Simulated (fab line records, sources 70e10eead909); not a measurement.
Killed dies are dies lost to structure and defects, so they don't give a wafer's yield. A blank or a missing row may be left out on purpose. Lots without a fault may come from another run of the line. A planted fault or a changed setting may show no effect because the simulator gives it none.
Which tool did it? | flow nand_harc | 7 lots, 21 wafers sampled, at 2 steps of a route of 1302

WHAT THE GAUGES READ, wafer by wafer
NHARC_P_CONTACT_OVL_MEAS_13.
lot  | measured     | on         | overlay_x_nm (nm)
L926 | day 6 13:23  | overlay-02 | -1.0 -0.8 -0.8
L928 | day 7 12:36  | overlay-01 | 0.3 0.5 0.5
L931 | day 9 00:43  | overlay-01 | -0.5 -0.4 -0.8
L939 | day 12 02:44 | overlay-01 | 1.0 0.8 0.9
L941 | day 13 05:04 | overlay-02 | -0.8 -1.0 -0.8
L944 | day 14 04:14 | overlay-02 | -0.4 -1.0 -0.8
L946 | day 15 07:43 | overlay-01 | -0.5 -0.1 0.1

WHICH TOOL RAN EACH LOT (tool, then ch and the chambers of the sampled wafers, then the start)
lot  | NHARC_P_CONTACT_DEP_00
L926 | pecvd-04 ch 1,2, day 6 13:23 or earlier
L928 | pecvd-04 ch 0,2, day 7 12:36 or earlier
L931 | pecvd-02 ch 0,1, day 9 00:43 or earlier
L939 | pecvd-04 ch 0,1, day 12 02:44 or earlier
L941 | pecvd-02 ch 1,2, day 13 05:04 or earlier
L944 | pecvd-04 ch 0,1,2, day 14 04:14 or earlier
L946 | pecvd-04 ch 0,1,2, day 15 07:43 or earlier
- NHARC_P_CONTACT_DEP_00: deposits SiO2, target thk 500 nm.

THE ANSWER, worked out from the rows above alone
Rule: what is usual is taken from the lots themselves. Put in order of their means at a reading, lots are off if they are a third of the lots or fewer, leave a main group of 4 or more, and stand apart from it by a gap of 3 or more times the standard deviation of the main group's means; of several such gaps the widest counts. A main group whose means are all the same, to the digits that the tables above print for the reading, isn't used. A lot without any number at a reading at which 4 lots or more have one is off too. The other lots that the step has rows for count as sound.
No lot is off at any reading shown: from this, nothing can be told.

WHAT THE SIMULATOR HAD PUT IN
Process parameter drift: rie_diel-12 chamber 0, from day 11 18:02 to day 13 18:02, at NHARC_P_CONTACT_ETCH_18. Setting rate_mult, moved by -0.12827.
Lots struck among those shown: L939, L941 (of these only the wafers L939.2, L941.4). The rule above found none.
